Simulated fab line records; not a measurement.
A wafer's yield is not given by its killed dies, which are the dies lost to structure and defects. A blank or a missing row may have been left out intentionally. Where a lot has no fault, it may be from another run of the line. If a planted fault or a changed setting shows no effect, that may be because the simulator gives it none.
Chamber matching + flow n5-finfet + uv-cure-03 running N5_BEOL_M5_CURE_80: 3 sister chambers
The step cures SiCOH lowk, time 120 s. 3 wafers are shown with their chamber, then 8 later ones without.

## EACH WAFER AND ITS CHAMBER
| wafer  | chamber | wafer_temp_C_max |
|--------|---------|------------------|
| L086.6 | 1       | 372.3            |
| L090.6 | 0       | 371.9            |
| L093.2 | 2       | 372.2            |

## WAFERS WITHOUT THEIR CHAMBER
| wafer  | wafer_temp_C_max |
|--------|------------------|
| L093.3 | 372.0            |
| L093.6 | 371.8            |
| L094.1 | 371.3            |
| L094.2 | 371.5            |
| L094.4 | 371.3            |
| L096.1 | 372.5            |
| L096.3 | 371.2            |
| L096.5 | 371.2            |

## THE CHAMBER EACH PASSED THROUGH
| wafer  | from the rows above          | in truth |
|--------|------------------------------|----------|
| L093.3 | can't be placed: 0 or 2 or 1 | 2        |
| L093.6 | can't be placed: 0 or 2 or 1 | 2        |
| L094.1 | can't be placed: 0 or 2 or 1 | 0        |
| L094.2 | can't be placed: 0 or 2 or 1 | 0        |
| L094.4 | can't be placed: 0 or 2 or 1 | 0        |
| L096.1 | can't be placed: 1 or 2 or 0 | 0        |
| L096.3 | can't be placed: 0 or 2 or 1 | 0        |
| L096.5 | can't be placed: 0 or 2 or 1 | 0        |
Correct placement for 0 of the 8. From these rows, 8 cannot be placed; in 8 the true chamber is one of the candidates. 0 placed wrongly.
How it was worked out, from the rows above alone: a wafer's distance from a chamber is the root of the sum, over the readings, of the square of ((its reading less the chamber's mean) divided by the reading's scatter). The wafer belongs to the nearest chamber; if the next one is less than 2 further off, it can't be placed. The mean given for a chamber averages the wafers shown for that chamber. The scatter (one wafer shown for each chamber): square how far every hidden wafer sits from the nearest shown wafer, average those squares and take the square root.
